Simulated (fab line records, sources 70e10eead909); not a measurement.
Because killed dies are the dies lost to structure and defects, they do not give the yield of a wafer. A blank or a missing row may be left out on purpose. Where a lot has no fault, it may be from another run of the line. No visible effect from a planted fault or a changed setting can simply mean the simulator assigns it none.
fab line records | flow nandHarc
[record] lots = 13 | wafers = 39 | lastDay = 34
route steps=1302 shown P_BONDPAD@379 A_ZERO_WELL@401 A_SOURCE_PLATE@415 END@1302
lots untouched by any fault: they come from a run of this same line in which no faults occurred
startH: hours from the record's opening day to when the first of the lot's shown wafers began | waitH: hours since the lot's step before | " repeats the value in the row above | L1.1+2: a single row standing in for several wafers | - no value, or no start given | * or withheld: withheld | < > ~ a bound
route shown NAME@n: names a module that has steps shown in the file, with the first one's number in the route | usual: the fault-free wafers' mean and standard deviation | same: alike in all rows | chamber/n: place in a boat | sites: readings site by site | _std_site: the values' standard deviation | _edge_site: mean of outer sites minus mean of inner sites | radiusMm: how far each site lies from the wafer's centre | mask NAME#n: copy n | behind: tool/chamber where the wafer was last shaped | hold: why the lot went on hold/how many hours it stayed there/how the hold came to an end | device: the n, p or np transistor that did not switch | end of line: the tests these same wafers got at the end of their route | where a step has no rows: the recipe by itself | killed: dies that structure and defects cost at the first sort, which is not the same as the wafer's yield | map: a wafer's dies, x killed, . not, _ none there
set.NAME: the setting that was run; set.NAME@STEP: the one run at that earlier step | model.NAME: the simulator's own value behind a step, which no gauge read
route steps across a sampled set of lots; one table per step, one row per wafer
services: a tool's chamber out of use, with start hour (startH, from the record's first day; less than 0 if before it), hours out, and reason
[[steps]]
[step NHARC_P_BONDPAD_ANNEAL_28]
[recipe] tempC = 225 | timeS = 90
[usual] wafer_temp_C_max = 226.5/0.35
lot.wafer | tool         | chamber | startH | waitH | wafer_temp_C_max
L291.2    | rtpAnneal-01 | 0       | 153.21 | -     | 226.1
L291.3    | "            | 0       | "      | "     | 226.6
L291.5    | "            | 0       | "      | "     | 226.7
L293.1    | rtpAnneal-01 | 0       | 162.73 | 0.3   | 226.6
L293.2    | "            | 0       | "      | "     | 226.5
L293.3    | "            | 0       | "      | "     | 226.3
L295.1    | rtpAnneal-01 | 0       | 184.66 | 0.3   | 226.6
L295.2    | "            | 0       | "      | "     | 227.2
L295.4    | "            | 0       | "      | "     | 226.9
L302.3    | rtpAnneal-02 | 0       | 253.77 | 0.3   | 225.9
L302.4    | "            | 0       | "      | "     | 226.0
L302.6    | "            | 0       | "      | "     | 226.5
L303.2    | rtpAnneal-02 | 0       | 267.00 | -     | 226.4
L303.5    | "            | 0       | "      | "     | 226.1
L303.6    | "            | 0       | "      | "     | 226.1
L304.2    | rtpAnneal-01 | 0       | 284.89 | 0.3   | 226.9
L304.4    | "            | 0       | "      | "     | 227.1
L304.5    | "            | 0       | "      | "     | 227.1
L305.2    | rtpAnneal-01 | 0       | 285.72 | 0.4   | 226.1
L305.4    | "            | 0       | "      | "     | 226.8
L305.5    | "            | 0       | "      | "     | 226.9
L306.3    | rtpAnneal-01 | 0       | 298.24 | 0.3   | 226.5
L306.4    | "            | 0       | "      | "     | 226.4
L306.6    | "            | 0       | "      | "     | 226.4
L307.3    | rtpAnneal-02 | 0       | 311.96 | 0.3   | 226.0
L307.4    | "            | 0       | "      | "     | 225.9
L307.6    | "            | 0       | "      | "     | 226.4
L308.2    | rtpAnneal-02 | 0       | 313.20 | -     | 226.7
L308.4    | "            | 0       | "      | "     | 226.2
L308.6    | "            | 0       | "      | "     | 226.1
L310.2    | rtpAnneal-01 | 0       | 336.36 | -     | 226.1
L310.4    | "            | 0       | "      | "     | 226.5
L310.6    | "            | 0       | "      | "     | 226.6
L311.2    | rtpAnneal-02 | 0       | 347.94 | 0.3   | 226.4
L311.4    | "            | 0       | "      | "     | 226.4
L311.6    | "            | 0       | "      | "     | 226.6
L313.2    | rtpAnneal-02 | 0       | 369.25 | -     | 226.6
L313.4    | "            | 0       | "      | "     | 226.2
L313.6    | "            | 0       | "      | "     | 226.4
[step NHARC_P_BONDPAD_THK_MEAS_20]
[recipe] thkMeasGauge = xrf
[usual] thkNm = 161.3/1.5
lot.wafer | tool         | chamber | startH | waitH | thkNm
L291.2    | filmMetro-01 | -       | 153.83 | -     | 159.8
L291.3    | "            | -       | "      | "     | 159.7
L291.5    | "            | -       | "      | "     | 160.8
L293.1    | filmMetro-01 | -       | 163.40 | -     | 158.8
L293.2    | "            | -       | "      | "     | 160.8
L293.3    | "            | -       | "      | "     | 162.0
L295.1    | filmMetro-02 | -       | 185.33 | -     | 162.1
L295.2    | "            | -       | "      | "     | 164.7
L295.4    | "            | -       | "      | "     | 160.6
L302.3    | filmMetro-01 | -       | 254.34 | -     | 161.9
L302.4    | "            | -       | "      | "     | 159.9
L302.6    | "            | -       | "      | "     | 160.0
L303.2    | filmMetro-01 | -       | 267.62 | -     | 158.3
L303.5    | "            | -       | "      | "     | 160.5
L303.6    | "            | -       | "      | "     | 159.8
L304.2    | filmMetro-02 | -       | 285.54 | -     | 162.1
L304.4    | "            | -       | "      | "     | 163.2
L304.5    | "            | -       | "      | "     | 162.6
L305.2    | filmMetro-01 | -       | 286.34 | -     | 158.8
L305.4    | "            | -       | "      | "     | 160.3
L305.5    | "            | -       | "      | "     | 160.2
L306.3    | filmMetro-02 | -       | 298.81 | -     | 159.8
L306.4    | "            | -       | "      | "     | 159.7
L306.6    | "            | -       | "      | "     | 159.9
L307.3    | filmMetro-02 | -       | 312.53 | -     | 161.4
L307.4    | "            | -       | "      | "     | 161.3
L307.6    | "            | -       | "      | "     | 160.1
L308.2    | filmMetro-02 | -       | 313.82 | -     | 161.8
L308.4    | "            | -       | "      | "     | 160.5
L308.6    | "            | -       | "      | "     | 160.6
L310.2    | filmMetro-01 | -       | 336.98 | -     | 161.0
L310.4    | "            | -       | "      | "     | 159.7
L310.6    | "            | -       | "      | "     | 159.9
L311.2    | filmMetro-02 | -       | 348.55 | -     | 161.1
L311.4    | "            | -       | "      | "     | 160.4
L311.6    | "            | -       | "      | "     | 160.2
L313.2    | filmMetro-02 | -       | 369.86 | -     | 162.5
L313.4    | "            | -       | "      | "     | 161.8
L313.6    | "            | -       | "      | "     | 163.0
[step NHARC_A_ZERO_WELL_CD_MEAS_10]
[recipe] targetCdNm = 2000 | landingEnergyEv = 500
[usual] cdNm = 1999.4/1.1
[same] landingEnergyEv = 500
lot.wafer | tool     | chamber | startH | waitH | cdNm
L291.2    | cdSem-03 | 0       | 155.35 | -     | 1999.6
L291.3    | "        | 0       | "      | "     | 1999.3
L291.5    | "        | 0       | "      | "     | 1998.7
L293.1    | cdSem-03 | 0       | 164.96 | -     | 1999.4
L293.2    | "        | 0       | "      | "     | 1998.7
L293.3    | "        | 0       | "      | "     | 1999.8
L295.1    | cdSem-02 | 0       | 186.84 | -     | 1999.1
L295.2    | "        | 0       | "      | "     | 1999.0
L295.4    | "        | 0       | "      | "     | 1999.0
L302.3    | cdSem-02 | 0       | 255.87 | -     | 1998.6
L302.4    | "        | 0       | "      | "     | 1996.5
L302.6    | "        | 0       | "      | "     | 1998.7
L303.2    | cdSem-02 | 0       | 269.10 | -     | 1999.2
L303.5    | "        | 0       | "      | "     | 1999.8
L303.6    | "        | 0       | "      | "     | 1998.7
L304.2    | cdSem-02 | 0       | 286.92 | -     | 1998.6
L304.4    | "        | 0       | "      | "     | 1999.3
L304.5    | "        | 0       | "      | "     | 1998.8
L305.2    | cdSem-01 | 0       | 287.86 | -     | 1999.4
L305.4    | "        | 0       | "      | "     | 1999.7
L305.5    | "        | 0       | "      | "     | 1997.4
L306.3    | cdSem-03 | 0       | 300.32 | -     | 1999.5
L306.4    | "        | 0       | "      | "     | 1997.2
L306.6    | "        | 0       | "      | "     | 1998.4
L307.3    | cdSem-01 | 0       | 314.18 | -     | 1999.9
L307.4    | "        | 0       | "      | "     | 2001.5
L307.6    | "        | 0       | "      | "     | 1999.3
L308.2    | cdSem-01 | 0       | 315.36 | -     | 1997.9
L308.4    | "        | 0       | "      | "     | 1999.5
L308.6    | "        | 0       | "      | "     | 1998.3
L310.2    | cdSem-03 | 0       | 338.36 | -     | 1998.9
L310.4    | "        | 0       | "      | "     | 2000.3
L310.6    | "        | 0       | "      | "     | 1999.4
L311.2    | cdSem-01 | 0       | 350.13 | -     | 2000.0
L311.4    | "        | 0       | "      | "     | 2001.6
L311.6    | "        | 0       | "      | "     | 2000.2
L313.2    | cdSem-03 | 0       | 371.39 | -     | 2000.1
L313.4    | "        | 0       | "      | "     | 1999.7
L313.6    | "        | 0       | "      | "     | 1998.8
[step NHARC_A_SOURCE_PLATE_OXIDE_02]
[recipe] targetThkA = 100 | tempC = 900 | oxTimeS = 1362 | material = SiO2
[usual] oxTempC = 899.9/0.46 | oxTimeS = 1362/0
lot.wafer | tool       | chamber | startH | waitH | oxTempC | oxTimeS
L291.2    | furnace-03 | -       | 160.39 | -     | -       | -
L291.3    | "          | -       | "      | "     | -       | -
L291.5    | "          | -       | "      | "     | -       | -
L291.2    | furnace-03 | 0       | 164.34 | 0.3   | 899.7   | 1362
L291.3    | "          | 0       | "      | "     | 899.8   | 1362
L291.5    | "          | 0       | "      | "     | 900.4   | 1362
L293.1    | furnace-08 | 0       | 169.27 | -     | 900.0   | 1362
L293.2    | "          | 0       | "      | "     | 900.9   | 1362
L293.3    | "          | 0       | "      | "     | 899.0   | 1362
L295.1    | furnace-08 | -       | 191.31 | -     | -       | -
L295.2    | "          | -       | "      | "     | -       | -
L295.4    | "          | -       | "      | "     | -       | -
L295.1    | furnace-03 | 0       | 195.30 | 0.3   | 900.2   | 1362
L295.2    | "          | 0       | "      | "     | 899.7   | 1362
L295.4    | "          | 0       | "      | "     | 899.8   | 1362
L302.3    | furnace-08 | -       | 260.28 | -     | -       | -
L302.4    | "          | -       | "      | "     | -       | -
L302.6    | "          | -       | "      | "     | -       | -
L302.3    | furnace-08 | 0       | 264.23 | 0.3   | 899.6   | 1362
L302.4    | "          | 0       | "      | "     | 899.6   | 1362
L302.6    | "          | 0       | "      | "     | 899.7   | 1362
L303.2    | furnace-03 | 0       | 273.80 | -     | 900.1   | 1362
L303.5    | "          | 0       | "      | "     | 900.3   | 1362
L303.6    | "          | 0       | "      | "     | 900.5   | 1362
L304.2    | furnace-03 | 0       | 291.65 | -     | 899.6   | 1362
L304.4    | "          | 0       | "      | "     | 899.7   | 1362
L304.5    | "          | 0       | "      | "     | 899.2   | 1362
L305.2    | furnace-03 | 0       | 291.65 | 2.2   | 900.2   | 1362
L305.4    | "          | 0       | "      | "     | 900.6   | 1362
L305.5    | "          | 0       | "      | "     | 900.2   | 1362
L306.3    | furnace-01 | 0       | 308.71 | -     | 899.8   | 1362
L306.4    | "          | 0       | "      | "     | 899.7   | 1362
L306.6    | "          | 0       | "      | "     | 900.2   | 1362
L307.3    | furnace-01 | 0       | 319.68 | -     | 900.3   | 1362
L307.4    | "          | 0       | "      | "     | 899.9   | 1362
L307.6    | "          | 0       | "      | "     | 899.7   | 1362
L308.2    | furnace-01 | 0       | 319.68 | -     | 899.5   | 1362
L308.4    | "          | 0       | "      | "     | 900.1   | 1362
L308.6    | "          | 0       | "      | "     | 900.0   | 1362
L310.2    | furnace-03 | 0       | 345.72 | -     | 899.6   | 1362
L310.4    | "          | 0       | "      | "     | 899.3   | 1362
L310.6    | "          | 0       | "      | "     | 899.9   | 1362
L311.2    | furnace-03 | 0       | 355.39 | -     | 899.2   | 1362
L311.4    | "          | 0       | "      | "     | 899.7   | 1362
L311.6    | "          | 0       | "      | "     | 900.4   | 1362
L313.2    | furnace-08 | 0       | 376.63 | -     | 900.1   | 1362
L313.4    | "          | 0       | "      | "     | 900.4   | 1362
L313.6    | "          | 0       | "      | "     | 900.0   | 1362
[step NHARC_A_SOURCE_PLATE_THK_MEAS_09]
[recipe] thkMeasGauge = ellipsometry
[usual] thkNm = 9.7/1.2
lot.wafer | tool         | chamber | startH | waitH | thkNm
L291.2    | filmMetro-02 | -       | 168.72 | 0.7   | 17.9
L291.3    | "            | -       | "      | "     | 17.4
L291.5    | "            | -       | "      | "     | 15.5
L293.1    | filmMetro-01 | -       | 173.34 | 0.4   | 9.7
L293.2    | "            | -       | "      | "     | 10.2
L293.3    | "            | -       | "      | "     | 8.5
L295.1    | filmMetro-02 | -       | 199.71 | 0.7   | 14.7
L295.2    | "            | -       | "      | "     | 15.6
L295.4    | "            | -       | "      | "     | 14.8
L302.3    | filmMetro-01 | -       | 268.61 | 0.7   | 16.3
L302.4    | "            | -       | "      | "     | 16.1
L302.6    | "            | -       | "      | "     | 16.3
L303.2    | filmMetro-02 | -       | 277.84 | 0.4   | 10.8
L303.5    | "            | -       | "      | "     | 8.3
L303.6    | "            | -       | "      | "     | 9.7
L304.2    | filmMetro-02 | -       | 295.74 | 0.4   | 10.5
L304.4    | "            | -       | "      | "     | 12.9
L304.5    | "            | -       | "      | "     | 9.8
L305.2    | filmMetro-01 | -       | 295.74 | 0.4   | 11.0
L305.4    | "            | -       | "      | "     | 9.0
L305.5    | "            | -       | "      | "     | 12.4
L306.3    | filmMetro-02 | -       | 312.78 | 0.4   | 8.4
L306.4    | "            | -       | "      | "     | 9.0
L306.6    | "            | -       | "      | "     | 9.3
L308.2    | filmMetro-02 | -       | 323.73 | 0.4   | 8.6
L308.4    | "            | -       | "      | "     | 10.2
L308.6    | "            | -       | "      | "     | 10.3
L307.3    | filmMetro-02 | -       | 323.73 | 0.4   | 8.6
L307.4    | "            | -       | "      | "     | 9.7
L307.6    | "            | -       | "      | "     | 11.2
L310.2    | filmMetro-02 | -       | 349.80 | 0.4   | 10.3
L310.4    | "            | -       | "      | "     | 8.3
L310.6    | "            | -       | "      | "     | 8.6
L311.2    | filmMetro-01 | -       | 359.42 | 0.4   | 9.2
L311.4    | "            | -       | "      | "     | 11.7
L311.6    | "            | -       | "      | "     | 10.5
L313.2    | filmMetro-01 | -       | 380.64 | 0.4   | 10.7
L313.4    | "            | -       | "      | "     | 8.3
L313.6    | "            | -       | "      | "     | 9.9
[step NHARC_END_SORT_01]
[recipe] tempC = 25
[usual] killedAtArray = 52/19 | killedAtOther = 0.8/1 | killedAtPeriphery = 3.7/2.5 | killedDies = 56/19 | killedOpen = 3.5/2 | killedShort = 2.2/1.4
[same] grossDies = 677
lot.wafer | tool      | chamber | startH | waitH | killedAtArray | killedAtOther | killedAtPeriphery | killedDies | killedOpen | killedShort
L291.2    | prober-02 | 0       | 571.12 | 2.8   | 26            | 2             | 1                 | 29         | 4          | 6
L291.3    | prober-02 | 0       | 571.92 | 3.1   | 15            | 0             | 2                 | 17         | 1          | 1
L291.5    | prober-02 | 0       | 573.52 | 3.7   | 31            | 1             | 2                 | 34         | 5          | 1
L295.1    | prober-02 | 0       | 596.73 | 2.5   | 56            | 0             | 3                 | 59         | 0          | 1
L295.2    | prober-02 | 0       | 597.53 | 2.8   | 32            | 0             | 3                 | 35         | 6          | 2
L295.4    | prober-02 | 0       | 599.13 | 3.4   | 46            | 0             | 0                 | 46         | 3          | 2
L305.2    | prober-02 | 0       | 705.41 | 2.8   | 77            | 1             | 0                 | 78         | 1          | 5
L305.4    | prober-02 | 0       | 707.02 | 3.4   | 59            | 0             | 2                 | 61         | 1          | 2
L305.5    | prober-02 | 0       | 707.82 | 3.7   | 48            | 0             | 1                 | 49         | 3          | 1
L307.3    | prober-02 | 0       | 741.83 | 3.1   | 61            | 0             | 4                 | 65         | 8          | 1
L307.4    | prober-02 | 0       | 742.63 | 3.4   | 75            | 1             | 3                 | 79         | 1          | 6
L307.6    | prober-02 | 0       | 744.24 | 4.0   | 74            | 2             | 3                 | 79         | 7          | 3
L308.2    | prober-01 | 0       | 748.83 | 2.8   | 74            | 2             | 2                 | 78         | 6          | 5
L308.4    | prober-01 | 0       | 750.43 | 3.4   | 68            | 0             | 1                 | 69         | 5          | 2
L308.6    | prober-01 | 0       | 752.04 | 4.0   | 74            | 0             | 4                 | 78         | 8          | 1
L310.2    | prober-01 | 0       | 763.80 | 2.8   | 46            | 1             | 3                 | 50         | 3          | 2
L310.4    | prober-01 | 0       | 765.42 | 3.4   | 27            | 1             | 5                 | 33         | 3          | 1
L310.6    | prober-01 | 0       | 767.04 | 4.1   | 27            | 1             | 4                 | 32         | 1          | 2
// killed by level:class
L291.2 A_CHANNEL_HOLE_D2:chamberFilmFlake=7 A_CONTACT:chamberFilmFlake=5 A_SOURCE_PLATE:geometricParticle:short=1 A_ONON_D1:geometricParticle:short=1 A_CHANNEL_HOLE_D1:geometricParticle:open=1 A_CHANNEL_FILL_D1:geometricParticle:short=1 A_CHANNEL_FILL_D1:geometricParticle:open=1 A_ONON_D2:geometricParticle:open=1
L291.3 A_CHANNEL_HOLE_D2:chamberFilmFlake=6 A_CHANNEL_HOLE_D1:chamberFilmFlake=3 A_STAIRCASE:chamberFilmFlake=2 P_M0:geometricParticle:short=1 A_SOURCE_PLATE:geometricParticle:open=1 P_CONTACT:chamberFilmFlake=1 A_CHANNEL_FILL_D2:chamberFilmFlake=1 A_WL_FILL:chamberFilmFlake=1
L291.5 A_CHANNEL_HOLE_D2:chamberFilmFlake=14 A_STAIRCASE:chamberFilmFlake=5 A_CHANNEL_HOLE_D1:chamberFilmFlake=3 A_ONON_D1:geometricParticle:open=2 A_CONTACT:chamberFilmFlake=2 P_CONTACT:geometricParticle:open=1 A_CHANNEL_FILL_D1:geometricParticle:open=1 A_ONON_D2:geometricParticle:open=1
L295.1 A_CHANNEL_HOLE_D2:chamberFilmFlake=26 A_CHANNEL_HOLE_D1:chamberFilmFlake=19 A_CONTACT:chamberFilmFlake=5 A_CHANNEL_FILL_D1:chamberFilmFlake=2 A_CHANNEL_FILL_D1:geometricParticle:short=1 P_ZERO_WELL:chamberFilmFlake=1 P_STI:chamberFilmFlake=1 P_M2:chamberFilmFlake=1
L295.2 A_CHANNEL_HOLE_D1:chamberFilmFlake=10 A_CHANNEL_HOLE_D2:chamberFilmFlake=8 A_CONTACT:chamberFilmFlake=4 A_STAIRCASE:chamberFilmFlake=2 P_M0:geometricParticle:open=1 P_M0:geometricParticle:short=1 A_ONON_D1:geometricParticle:open=1 A_DECK1_JOINT:geometricParticle:open=1
L295.4 A_CHANNEL_HOLE_D1:chamberFilmFlake=24 A_CHANNEL_HOLE_D2:chamberFilmFlake=12 A_CHANNEL_FILL_D1:chamberFilmFlake=2 A_CONTACT:chamberFilmFlake=2 A_CHANNEL_HOLE_D1:geometricParticle:short=1 A_CHANNEL_FILL_D1:geometricParticle:short=1 A_ONON_D2:geometricParticle:open=1 A_WL_FILL:geometricParticle:open=1
L305.2 A_CHANNEL_HOLE_D2:chamberFilmFlake=30 A_CHANNEL_HOLE_D1:chamberFilmFlake=29 A_STAIRCASE:chamberFilmFlake=5 A_CONTACT:chamberFilmFlake=3 A_CHANNEL_FILL_D2:geometricParticle:short=2 A_SLIT:chamberFilmFlake=2 A_ONON_D2:geometricParticle:short=1 A_CHANNEL_FILL_D2:geometricParticle:open=1
L305.4 A_CHANNEL_HOLE_D2:chamberFilmFlake=24 A_CHANNEL_HOLE_D1:chamberFilmFlake=14 A_STAIRCASE:chamberFilmFlake=8 A_CONTACT:chamberFilmFlake=4 A_WL_FILL:geometricParticle:short=2 A_CHANNEL_FILL_D1:chamberFilmFlake=2 A_WL_FILL:chamberFilmFlake=2 P_M0:geometricParticle:open=1
L305.5 A_CHANNEL_HOLE_D2:chamberFilmFlake=18 A_CHANNEL_HOLE_D1:chamberFilmFlake=13 A_CONTACT:chamberFilmFlake=6 A_STAIRCASE:chamberFilmFlake=3 A_WL_FILL:chamberFilmFlake=3 P_GATE:geometricParticle:open=1 A_ONON_D2:geometricParticle:short=1 A_CHANNEL_FILL_D2:geometricParticle:open=1
L307.3 A_CHANNEL_HOLE_D2:chamberFilmFlake=30 A_CONTACT:chamberFilmFlake=9 A_CHANNEL_HOLE_D1:chamberFilmFlake=4 A_DECK1_JOINT:chamberFilmFlake=4 A_CONTACT:geometricParticle:open=2 A_CHANNEL_FILL_D1:chamberFilmFlake=2 A_SGD_CUT:chamberFilmFlake=2 P_CONTACT:geometricParticle:open=1
L307.4 A_CHANNEL_HOLE_D2:chamberFilmFlake=39 A_CHANNEL_HOLE_D1:chamberFilmFlake=14 A_CONTACT:chamberFilmFlake=7 A_SLIT:chamberFilmFlake=4 A_ONON_D1:geometricParticle:short=3 A_DECK1_JOINT:chamberFilmFlake=2 A_SGD_CUT:chamberFilmFlake=2 P_CONTACT:geometricParticle:short=1
L307.6 A_CHANNEL_HOLE_D2:chamberFilmFlake=29 A_CHANNEL_HOLE_D1:chamberFilmFlake=14 A_SLIT:chamberFilmFlake=9 A_CONTACT:chamberFilmFlake=6 A_SGD_CUT:geometricParticle:open=2 A_M0:geometricParticle:open=2 A_STAIRCASE:chamberFilmFlake=2 A_SGD_CUT:chamberFilmFlake=2
L308.2 A_SLIT:chamberFilmFlake=32 A_CHANNEL_HOLE_D1:chamberFilmFlake=26 P_M0:geometricParticle:open=2 A_CHANNEL_HOLE_D1:geometricParticle:short=2 A_M0:geometricParticle:open=2 A_M0:chamberFilmFlake=2 THIN_TSV:chamberFilmFlake=2 A_CHANNEL_FILL_D1:geometricParticle:open=1
L308.4 A_SLIT:chamberFilmFlake=40 A_CHANNEL_HOLE_D1:chamberFilmFlake=12 A_CHANNEL_HOLE_D2:chamberFilmFlake=3 A_DECK1_JOINT:chamberFilmFlake=2 A_M0:chamberFilmFlake=2 P_CONTACT:geometricParticle:open=1 A_CHANNEL_HOLE_D1:geometricParticle:short=1 A_ONON_D2:geometricParticle:open=1
L308.6 A_CHANNEL_HOLE_D1:chamberFilmFlake=30 A_SLIT:chamberFilmFlake=30 A_CHANNEL_FILL_D2:chamberFilmFlake=2 A_STAIRCASE:chamberFilmFlake=2 P_STI:geometricParticle:open=1 P_GATE:geometricParticle:open=1 P_M0:geometricParticle:open=1 A_CHANNEL_HOLE_D1:geometricParticle:short=1
L310.2 A_CHANNEL_HOLE_D1:chamberFilmFlake=21 A_CONTACT:chamberFilmFlake=9 A_SLIT:chamberFilmFlake=5 A_STAIRCASE:chamberFilmFlake=3 P_GATE:chamberFilmFlake=2 A_DECK1_JOINT:geometricParticle:short=1 A_CHANNEL_HOLE_D2:geometricParticle:open=1 A_CHANNEL_FILL_D2:geometricParticle:open=1
L310.4 A_CHANNEL_HOLE_D1:chamberFilmFlake=11 A_CONTACT:chamberFilmFlake=5 P_CONTACT:geometricParticle:open=3 A_DECK1_JOINT:chamberFilmFlake=3 A_SLIT:chamberFilmFlake=3 A_CHANNEL_FILL_D2:geometricParticle:short=1 P_ZERO_WELL:chamberFilmFlake=1 P_GATE:chamberFilmFlake=1
L310.6 A_CHANNEL_HOLE_D1:chamberFilmFlake=11 P_GATE:chamberFilmFlake=4 A_SLIT:chamberFilmFlake=4 A_CONTACT:chamberFilmFlake=4 A_CHANNEL_HOLE_D2:chamberFilmFlake=2 A_CHANNEL_FILL_D1:geometricParticle:short=1 A_DECK1_JOINT:geometricParticle:short=1 A_CHANNEL_FILL_D2:geometricParticle:open=1
[[services]]
tool         | chamber | startH | hours | kind
furnace-08   | -       | 180.75 | 4.0   | repair
furnace-01   | -       | 206.95 | 26.0  | pm
furnace-03   | -       | 295.83 | 2.3   | repair
furnace-03   | -       | 298.16 | 26.0  | pm
rtpAnneal-01 | -       | 372.00 | 12.0  | pm
[[key]]
[firstSign] step = NHARC_A_SOURCE_PLATE_OXIDE_02 | reading = visit | direction = added
[effect] step = NHARC_A_SOURCE_PLATE_OXIDE_02 | reading = toolRecord | direction = missing
[effect] step = NHARC_A_SOURCE_PLATE_THK_MEAS_09 | reading = thkNm | direction = up | sigmas = 5.4 | usual = 9.7 | struck = 16.1
metAt NHARC_A_SOURCE_PLATE_OXIDE_02
struckLots L291,L295,L302
testerLeftOut L291,L295,L302
notActingAt NHARC_P_BONDPAD_ANNEAL_28,NHARC_P_BONDPAD_THK_MEAS_20,NHARC_A_ZERO_WELL_CD_MEAS_10
[fault] kind = repeatedStepWhole | tool = furnace-01,furnace-03,furnace-08 | chamber = - | onsetH = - | steps = NHARC_A_SOURCE_PLATE_OXIDE_02 | times = 1 | scope = struckLotsOnly
// testerLeftOut: of these lots the tester's yield and bins aren't shown, on N5 and GAA mostly nor the transistor test; their killed dies are dies lost to structure and defects alone, not to doping, threshold or leakage, so they don't give the yield
